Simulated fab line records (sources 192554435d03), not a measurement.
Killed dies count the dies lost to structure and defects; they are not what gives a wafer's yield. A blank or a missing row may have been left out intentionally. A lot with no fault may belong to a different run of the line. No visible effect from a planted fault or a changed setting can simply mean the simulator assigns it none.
fab line records	flow n5Finfet	part 2 of 2: steps 6 to 6 of 6
[record] lots = 17	wafers = 51	lastDay = 19
route steps=1938 shown BEOL_M14@1761 BEOL_M15@1788
lots untouched by any fault: they come from a run of this same line in which no faults occurred
startH: the number of hours between the record's first day and the start of the first shown wafer of the lot	waitH: how many hours have passed since the lot's step before this one	" unchanged from the row above	L1.1+2: several wafers, shown together as one row	- value missing, or start not given	* or withheld: withheld	< > ~ a bound
route shown NAME@n: names a module that has steps shown in the file, with the first one's number in the route	usual: average and standard deviation across the fault-free wafers	same: alike in all rows	chamber/n: place in a boat	sites: each site's reading	_std_site: how widely they spread, as a standard deviation	_edge_site: mean of outer sites minus mean of inner sites	radiusMm: for every site, how far away it sits from the centre of the wafer	mask NAME#n: copy n	behind: the most recent tool/chamber to have shaped the wafer	hold: cause of the lot's hold/its duration in hours/its outcome	device: names the non-switching transistor (n, p or np)	end of line: tests of these same wafers at the route's end	a step with no rows: only its recipe	killed: dies lost to structure and defects at the first sort, not the wafer's yield	map: a wafer's dies, x killed, . not, _ none there
set.NAME: the run value of the setting; set.NAME@STEP: its run value at that earlier step	model.NAME: the simulator's own value behind a step, which no gauge read
route steps across a sampled set of lots; one table per step, one row per wafer
services: from which hour (startH, from the record's first day; less than 0 if before it) a tool's chamber was out of use, for how many hours, and why
[[steps]]
[step N5_BEOL_M15_RC_MEAS_101]
[usual] COMB_M10 = 1.44e-11/2.8e-12	COMB_M11 = 1.5e-11/3.3e-12	COMB_M12 = 7e-12/1.5e-12	COMB_M13 = 5.1e-12/1.1e-12	COMB_M13_max_site = 7.3e-12/1.8e-12	COMB_M14 = 4e-12/7.5e-13	COMB_M14_max_site = 5.6e-12/1.3e-12	COMB_M15 = 2.9e-12/5.4e-13	COMB_M5 = 3.7e-11/8.7e-12	COMB_M6 = 2.6e-11/5.5e-12	COMB_M7 = 2.7e-11/5.6e-12	COMB_M7_max_site = 3.9e-11/1.1e-11	COMB_M8 = 2.7e-11/6e-12	COMB_M9 = 1.5e-11/2.9e-12	COMB_M9_max_site = 2.1e-11/5.4e-12	SERP_M10 = 3.08/0.075	SERP_M11 = 3.08/0.079	SERP_M12 = 0.643/0.016	SERP_M13 = 0.310/0.0076	SERP_M13_max_site = 0.314/0.0076	SERP_M14 = 0.160/0.0037	SERP_M5 = 39.0/1.7	SERP_M6 = 14.0/0.65	SERP_M7 = 13.9/0.59	SERP_M8 = 13.9/0.45	SERP_M9 = 3.09/0.08
lot.wafer	tool	chamber	startH	waitH	COMB_M10[S/m]	COMB_M11[S/m]	COMB_M12[S/m]	COMB_M13[S/m]	COMB_M13_max_site[S/m]	COMB_M14[S/m]	COMB_M14_max_site[S/m]	COMB_M15[S/m]	COMB_M5[S/m]	COMB_M6[S/m]	COMB_M7[S/m]	COMB_M7_max_site[S/m]	COMB_M8[S/m]	COMB_M9[S/m]	COMB_M9_max_site[S/m]	SERP_M10[ohm/um]	SERP_M11[ohm/um]	SERP_M12[ohm/um]	SERP_M13[ohm/um]	SERP_M13_max_site[ohm/um]	SERP_M14[ohm/um]	SERP_M5[ohm/um]	SERP_M6[ohm/um]	SERP_M7[ohm/um]	SERP_M8[ohm/um]	SERP_M9[ohm/um]
L076.2	prober-01	0	294.12	0.2	1.16e-11	1.5e-11	5.9e-12	4.3e-12	7e-12	4.1e-12	5.7e-12	2.6e-12	4.5e-11	2.2e-11	2.2e-11	3.1e-11	1.7e-11	1.46e-11	1.7e-11	3.05	3.00	0.653	0.312	0.315	0.164	38.5	15.5	13.9	14.3	3.10
L076.3	"	0	"	"	1.72e-11	1.4e-11	5.2e-12	5.4e-12	8.4e-12	3.3e-12	4.3e-12	3.5e-12	3.1e-11	3.4e-11	2.1e-11	3.3e-11	2.4e-11	1.25e-11	1.8e-11	2.94	2.99	0.679	0.314	0.316	0.161	39.3	14.9	14.4	13.5	3.14
L076.6	"	0	"	"	1.13e-11	1.6e-11	6.8e-12	4.5e-12	5.9e-12	3.9e-12	6.8e-12	3.6e-12	3.3e-11	2.1e-11	2.9e-11	3.8e-11	2.4e-11	1.86e-11	2.7e-11	3.10	3.05	0.685	0.312	0.317	0.163	39.3	14.8	13.6	15.2	3.12
L077.2	prober-02	0	295.32	0.2	2e-11	1.5e-11	6.1e-12	3.5e-12	4.7e-12	4.4e-12	6.2e-12	3.1e-12	3.1e-11	2e-11	3e-11	4.6e-11	2.9e-11	1.45e-11	1.8e-11	3.14	3.02	0.642	0.309	0.311	0.157	38.1	13.1	14.4	14.0	3.06
L077.3	"	0	"	"	1.34e-11	2.2e-11	7.5e-12	4.6e-12	7.2e-12	5.2e-12	6.7e-12	4.6e-12	3.2e-11	2.5e-11	2.4e-11	3.6e-11	2.5e-11	1.43e-11	2e-11	3.17	3.16	0.636	0.307	0.310	0.162	39.7	13.2	14.8	13.8	3.00
L077.4	"	0	"	"	1.3e-11	1.4e-11	5e-12	4e-12	5.3e-12	5e-12	6.4e-12	3.1e-12	4.4e-11	2.5e-11	2.8e-11	3.7e-11	2.8e-11	1.94e-11	3.8e-11	3.23	3.07	0.650	0.307	0.310	0.157	38.2	12.9	13.6	13.8	3.06
L075.1	prober-01	0	300.58	0.0	1.84e-11	1.5e-11	6.5e-12	7.3e-12	9.2e-12	4.2e-12	6.2e-12	3.1e-12	3e-11	2.9e-11	2.5e-11	4.2e-11	2.5e-11	1.42e-11	2.2e-11	3.00	3.18	0.631	0.306	0.311	0.161	38.5	14.3	14.6	14.6	3.11
L075.4	"	0	"	"	1.45e-11	1.6e-11	7e-12	4.7e-12	7.1e-12	5.8e-12	7.5e-12	2.4e-12	3e-11	2.8e-11	2e-11	2.8e-11	2.4e-11	1.52e-11	2.2e-11	3.05	3.21	0.634	0.297	0.300	0.155	39.7	15.7	13.1	15.0	3.25
L075.6	"	0	"	"	1.62e-11	2e-11	6.5e-12	4.5e-12	6.1e-12	3.2e-12	6.2e-12	3e-12	2.9e-11	3e-11	2.2e-11	2.6e-11	2.3e-11	1.79e-11	2.9e-11	3.07	3.14	0.639	0.305	0.310	0.157	38.7	14.6	14.1	13.8	3.16
L078.1	prober-01	0	319.79	0.0	8.5e-12	1.3e-11	8e-12	6.2e-12	1.16e-11	3.8e-12	5.1e-12	4.2e-12	3.5e-11	2.9e-11	2.5e-11	4e-11	2.6e-11	1.33e-11	1.6e-11	2.99	2.96	0.626	0.322	0.326	0.158	37.6	13.8	14.7	13.3	3.06
L078.3	"	0	"	"	1.05e-11	1.6e-11	1.15e-11	6.9e-12	1.3e-11	4.3e-12	4.8e-12	3e-12	3.1e-11	2.4e-11	2.7e-11	3.5e-11	3.3e-11	1.39e-11	1.8e-11	3.10	3.02	0.647	0.315	0.317	0.161	38.3	14.1	14.4	14.5	3.18
L078.6	"	0	"	"	8.6e-12	1.6e-11	9.8e-12	6e-12	7.7e-12	4.6e-12	5.9e-12	2.7e-12	5.1e-11	3.5e-11	2.9e-11	5.5e-11	3.5e-11	1.42e-11	2.2e-11	3.07	3.05	0.660	0.320	0.323	0.160	37.9	15.0	13.9	14.1	3.22
L080.1	prober-01	0	323.38	0.0	1.15e-11	1.5e-11	7.5e-12	3.2e-12	4.1e-12	3.1e-12	4e-12	2.5e-12	3.9e-11	1.7e-11	2.5e-11	3.3e-11	4.5e-11	1.63e-11	3.7e-11	3.20	3.13	0.631	0.310	0.315	0.160	41.1	14.2	13.4	13.7	3.14
L080.3	"	0	"	"	1.91e-11	1.9e-11	8.2e-12	4.7e-12	5.6e-12	3.5e-12	5.3e-12	3.1e-12	3.3e-11	2.4e-11	2.5e-11	3.7e-11	4.7e-11	1.63e-11	2.5e-11	3.15	3.03	0.635	0.310	0.312	0.159	38.7	14.2	13.6	14.0	3.09
L080.4	"	0	"	"	1.72e-11	1.1e-11	6e-12	4e-12	5.1e-12	3.2e-12	4.8e-12	2.7e-12	4e-11	1.9e-11	1.8e-11	2.3e-11	2.7e-11	1.64e-11	2.2e-11	3.01	3.11	0.639	0.314	0.317	0.160	38.7	14.7	14.3	13.6	3.14
L079.2	prober-02	0	328.73	0.2	1.1e-11	9e-12	9.1e-12	5.3e-12	6.6e-12	3.6e-12	4.6e-12	2.5e-12	3.4e-11	2.7e-11	3e-11	3.7e-11	2.4e-11	1.25e-11	2.2e-11	3.13	3.14	0.667	0.321	0.323	0.162	37.4	15.1	14.4	13.5	3.16
L079.3	"	0	"	"	1.27e-11	1.3e-11	7.2e-12	5e-12	6.5e-12	3e-12	4.5e-12	2.1e-12	4.6e-11	3e-11	2.8e-11	4.5e-11	2.4e-11	1.66e-11	2.3e-11	3.10	3.09	0.623	0.317	0.321	0.160	41.6	14.3	14.2	14.4	2.98
L079.5	"	0	"	"	1.3e-11	1.3e-11	6.6e-12	4.7e-12	7e-12	3.6e-12	6.4e-12	2e-12	4.2e-11	2.3e-11	2.5e-11	3.8e-11	2.2e-11	2.38e-11	4.1e-11	3.12	3.18	0.669	0.315	0.317	0.166	38.2	14.7	14.1	13.9	2.96
L082.1	prober-01	0	334.84	0.0	1.33e-11	1.3e-11	5.4e-12	5.2e-12	1.06e-11	4.7e-12	5.7e-12	2.8e-12	2.4e-11	3.3e-11	3.2e-11	3.7e-11	4.4e-11	1.32e-11	2e-11	3.14	3.08	0.640	0.315	0.319	0.161	38.8	13.9	13.4	13.6	3.08
L082.3	"	0	"	"	1.47e-11	1.8e-11	5.4e-12	4.3e-12	4.6e-12	3.9e-12	5.2e-12	2.7e-12	3.4e-11	2.3e-11	2.6e-11	3.5e-11	2.9e-11	1.16e-11	1.8e-11	3.19	3.18	0.652	0.313	0.316	0.157	37.8	13.6	13.9	14.5	3.14
L082.6	"	0	"	"	1.86e-11	1.6e-11	5.8e-12	5.5e-12	6e-12	3.6e-12	4.3e-12	2.6e-12	3.4e-11	2.5e-11	2.5e-11	4.1e-11	3.3e-11	1.81e-11	2.6e-11	3.05	3.15	0.653	0.307	0.312	0.158	37.9	13.5	14.4	13.7	3.14
L083.1	prober-01	0	348.38	0.0	1.24e-11	1.3e-11	4.4e-12	3.4e-12	4.1e-12	3.3e-12	3.7e-12	2.9e-12	3.6e-11	3.3e-11	2.1e-11	3.4e-11	2.5e-11	1.34e-11	2.2e-11	3.11	3.04	0.609	0.317	0.323	0.164	39.7	14.0	13.6	13.4	3.08
L083.2	"	0	"	"	1.48e-11	1.2e-11	5.6e-12	6.5e-12	8.5e-12	3.8e-12	4.7e-12	4e-12	3.2e-11	2.5e-11	2.9e-11	3.5e-11	3e-11	1.31e-11	2.2e-11	2.98	3.08	0.635	0.319	0.323	0.155	40.6	13.5	14.5	12.7	3.03
L083.3	"	0	"	"	1.6e-11	1.2e-11	5.6e-12	5.1e-12	8.2e-12	3.6e-12	5e-12	2.4e-12	2.7e-11	2.1e-11	3e-11	3.5e-11	2.8e-11	1.91e-11	2.8e-11	3.10	2.96	0.626	0.299	0.302	0.158	39.3	12.9	14.7	13.3	3.13
L087.1	prober-01	0	368.61	0.0	1.52e-11	1.5e-11	7.8e-12	4e-12	6.3e-12	3.4e-12	4e-12	2.7e-12	3.7e-11	4.4e-11	2.2e-11	2.7e-11	2.8e-11	1.73e-11	2e-11	3.16	3.20	0.659	0.314	0.319	0.162	40.0	13.6	13.3	13.6	3.08
L087.4	"	0	"	"	1.27e-11	1.6e-11	8.4e-12	4.4e-12	8.2e-12	4.3e-12	6.8e-12	2.2e-12	4e-11	3.3e-11	2.5e-11	4e-11	2e-11	1.31e-11	1.6e-11	2.97	3.05	0.686	0.312	0.315	0.161	40.6	13.6	13.5	14.4	3.10
L087.5	"	0	"	"	1.03e-11	2.1e-11	6.5e-12	4.9e-12	7e-12	4.9e-12	6.7e-12	2e-12	2.4e-11	4.3e-11	2.3e-11	3.6e-11	2e-11	9.5e-12	1.1e-11	3.07	3.11	0.623	0.316	0.320	0.166	40.4	13.2	13.0	13.8	3.12
L086.1	prober-02	0	369.27	0.0	1.01e-11	1.4e-11	7.8e-12	8.2e-12	1.31e-11	4.8e-12	5.8e-12	3.2e-12	3e-11	2.4e-11	2.1e-11	2.6e-11	2.4e-11	1.4e-11	2.2e-11	3.07	3.13	0.637	0.315	0.318	0.161	39.1	13.6	15.0	14.7	3.10
L086.4	"	0	"	"	1.07e-11	1.5e-11	8.4e-12	6e-12	9.3e-12	3.6e-12	7.5e-12	1.9e-12	3.1e-11	1.9e-11	2.6e-11	3.3e-11	2.3e-11	9.3e-12	1.2e-11	2.99	3.16	0.648	0.326	0.328	0.160	38.4	14.4	14.7	14.4	3.07
L086.5	"	0	"	"	1.73e-11	1.7e-11	9.1e-12	6.2e-12	1e-11	4.5e-12	6.4e-12	2.2e-12	2.8e-11	2.7e-11	2.9e-11	4.3e-11	3.3e-11	1.92e-11	3.3e-11	2.97	3.15	0.626	0.315	0.319	0.162	37.9	13.4	14.7	14.7	3.15
L089.2	prober-02	0	396.04	0.2	1.44e-11	1.8e-11	8.4e-12	5.9e-12	8.8e-12	3.3e-12	5.2e-12	3.6e-12	3.2e-11	2.1e-11	2.8e-11	4.3e-11	2.3e-11	1.57e-11	2.1e-11	3.15	3.18	0.630	0.302	0.304	0.160	42.8	13.6	13.8	14.7	3.10
L089.3	"	0	"	"	1.03e-11	1.4e-11	5.7e-12	4.4e-12	5.9e-12	2.9e-12	3.9e-12	3.6e-12	3.9e-11	1.7e-11	3e-11	4.7e-11	2.1e-11	1.32e-11	1.8e-11	3.12	3.10	0.637	0.309	0.312	0.160	40.7	14.1	14.6	14.2	3.18
L089.5	"	0	"	"	1.31e-11	1.7e-11	4.1e-12	3.8e-12	8.3e-12	3.2e-12	4.6e-12	3.2e-12	2.7e-11	2.2e-11	3.2e-11	4.8e-11	2.6e-11	1.43e-11	2.2e-11	3.07	3.06	0.632	0.296	0.302	0.160	40.9	14.1	13.7	13.9	3.10
L090.1	prober-02	0	404.42	0.0	1.44e-11	1.6e-11	7.6e-12	6.1e-12	1.01e-11	3.3e-12	4.1e-12	3.1e-12	2.8e-11	2.3e-11	2.6e-11	3e-11	2.5e-11	1.31e-11	1.7e-11	3.02	3.01	0.645	0.314	0.317	0.156	40.3	13.3	13.0	13.4	3.08
L090.3	"	0	"	"	1.23e-11	1.2e-11	6.5e-12	4.2e-12	6.9e-12	3.6e-12	4.6e-12	2.4e-12	2.7e-11	3e-11	2.2e-11	2.7e-11	3.2e-11	2.52e-11	3.4e-11	3.22	3.01	0.632	0.315	0.318	0.159	39.1	13.3	14.3	13.6	3.14
L090.6	"	0	"	"	1.34e-11	1.5e-11	6.3e-12	5.9e-12	7.5e-12	4.1e-12	6.5e-12	3.2e-12	2.9e-11	2.4e-11	1.8e-11	2.3e-11	2.3e-11	1.55e-11	1.9e-11	3.03	3.03	0.645	0.309	0.315	0.158	40.8	13.6	14.0	14.1	3.10
L088.3	prober-01	0	405.47	0.3	1.68e-11	1.3e-11	6.8e-12	4.4e-12	6.2e-12	5e-12	6.7e-12	2.6e-12	5e-11	2.5e-11	2.5e-11	3.8e-11	2.7e-11	1.45e-11	1.8e-11	3.03	3.10	0.625	0.317	0.319	0.154	39.0	13.8	14.2	13.8	3.13
L088.5	"	0	"	"	1.15e-11	1.6e-11	7.3e-12	5.2e-12	6.3e-12	4.4e-12	6.6e-12	2.4e-12	4.1e-11	2.7e-11	2.8e-11	3.7e-11	2e-11	1.71e-11	2.6e-11	3.04	3.11	0.647	0.323	0.324	0.155	37.4	14.2	14.0	14.0	3.14
L088.6	"	0	"	"	1.88e-11	1.6e-11	7e-12	3.7e-12	4.7e-12	3.5e-12	4.4e-12	2.4e-12	4.2e-11	3.1e-11	3.5e-11	6.9e-11	2.4e-11	1.92e-11	3e-11	2.97	3.07	0.655	0.317	0.321	0.155	37.4	14.0	14.0	14.4	3.11
L094.3	prober-01	0	419.97	0.3	1.59e-11	1.1e-11	9e-12	4.5e-12	6.5e-12	3.8e-12	6.2e-12	2.6e-12	4.3e-11	2.9e-11	1.9e-11	3.2e-11	2.1e-11	1.48e-11	1.9e-11	3.05	3.01	0.622	0.305	0.307	0.164	40.8	14.3	12.7	13.5	3.13
L094.5	"	0	"	"	1.41e-11	1e-11	8.3e-12	5.8e-12	7.3e-12	4.5e-12	6.6e-12	2.6e-12	3.1e-11	2.7e-11	3.3e-11	4.6e-11	2e-11	1.3e-11	1.7e-11	3.01	2.94	0.646	0.306	0.307	0.164	39.1	15.4	12.8	13.8	3.08
L094.6	"	0	"	"	2.2e-11	9e-12	6e-12	4.8e-12	5.5e-12	3.7e-12	6e-12	2.8e-12	5.1e-11	2.7e-11	2.9e-11	5.3e-11	2.1e-11	1.53e-11	1.9e-11	3.06	2.95	0.621	0.299	0.301	0.158	38.6	14.8	13.5	14.2	3.28
L093.1	prober-02	0	420.30	0.0	2.47e-11	1.2e-11	5.8e-12	6.4e-12	9e-12	7e-12	1e-11	2.5e-12	3.7e-11	3.1e-11	2.1e-11	3e-11	1.9e-11	1.33e-11	1.9e-11	3.05	3.12	0.646	0.305	0.311	0.161	39.6	14.4	14.0	13.8	2.99
L093.3	"	0	"	"	1.49e-11	2.1e-11	8.9e-12	4.8e-12	5.5e-12	4.9e-12	6.6e-12	2.8e-12	4.2e-11	2.6e-11	2.8e-11	3.4e-11	2e-11	1.07e-11	1.3e-11	3.04	3.10	0.672	0.309	0.312	0.153	39.1	14.9	14.4	14.4	3.05
L093.5	"	0	"	"	1.52e-11	1.4e-11	6.9e-12	5.2e-12	7.8e-12	4.2e-12	7.6e-12	2.7e-12	2.9e-11	1.7e-11	2.5e-11	4.3e-11	2.5e-11	1.18e-11	1.7e-11	3.09	3.24	0.665	0.313	0.319	0.162	38.1	14.2	14.4	13.5	2.92
L095.2	prober-02	0	424.51	0.2	1.75e-11	1.3e-11	7.2e-12	5.1e-12	7.8e-12	3.4e-12	4.6e-12	3.1e-12	3.2e-11	2.4e-11	2.9e-11	4.2e-11	2.4e-11	1.34e-11	1.6e-11	3.12	3.15	0.635	0.315	0.318	0.153	38.4	14.8	13.6	13.9	3.02
L095.4	"	0	"	"	1.44e-11	1.5e-11	8.9e-12	4.8e-12	6.9e-12	3.6e-12	5.5e-12	3e-12	5.5e-11	2.4e-11	3.3e-11	3.9e-11	2.1e-11	1.38e-11	2.3e-11	3.08	3.03	0.647	0.317	0.321	0.156	38.2	15.4	13.6	14.5	3.05
L095.5	"	0	"	"	1.23e-11	1.5e-11	5.4e-12	4.8e-12	7e-12	3.2e-12	4.4e-12	3.4e-12	3.6e-11	2.6e-11	2.8e-11	3.8e-11	2.1e-11	1.38e-11	2.2e-11	3.15	3.25	0.634	0.320	0.323	0.153	42.6	14.6	13.7	13.5	3.00
L096.3	prober-01	0	438.15	1.2	1.38e-11	2.1e-11	4.3e-12	7.4e-12	8.5e-12	3.5e-12	4.5e-12	3.4e-12	2.5e-11	2.8e-11	2.9e-11	4e-11	2.7e-11	1.36e-11	1.8e-11	2.94	3.05	0.624	0.309	0.314	0.159	40.3	14.1	13.3	13.3	2.88
L096.4	"	0	"	"	1.29e-11	1.6e-11	5e-12	5.6e-12	9.1e-12	5.3e-12	8e-12	2.5e-12	2.2e-11	1.9e-11	2.9e-11	5.3e-11	2.3e-11	1.83e-11	2e-11	2.95	3.11	0.657	0.315	0.318	0.160	39.0	14.3	13.3	14.4	3.04
L096.5	"	0	"	"	1.63e-11	2.8e-11	5.9e-12	4.2e-12	8.1e-12	5e-12	5.9e-12	2.5e-12	2.8e-11	2.2e-11	3.8e-11	4.9e-11	2.5e-11	1.86e-11	2.8e-11	2.97	3.13	0.641	0.308	0.312	0.159	39.5	14.3	13.0	14.0	3.10
[[services]]
tool	chamber	startH	hours	kind
rieDiel-02	-	263.90	1.7	repair
rieDiel-05	0	306.85	-	clean
rieDiel-05	0	306.85	-	consumableReplace:focusRing
rieDiel-01	0	309.55	5.6	repair
rieDiel-02	2	313.40	-	clean
rieDiel-02	2	313.40	-	consumableReplace:focusRing
rieDiel-02	2	313.40	18.2	scheduledDown
rieDiel-02	2	313.40	18.2	ventCycle
rieDiel-01	-	320.61	2.8	pm
rieDiel-01	3	370.74	13.1	repair
rieDiel-02	3	383.28	7.3	repair
rieDiel-05	2	426.90	-	clean
rieDiel-05	2	426.90	-	consumableReplace:focusRing
rieDiel-05	2	426.90	-	consumableReplace:showerhead
rieDiel-05	2	426.90	15.7	scheduledDown
rieDiel-05	2	426.90	15.7	ventCycle
rieDiel-05	3	430.46	22.3	repair
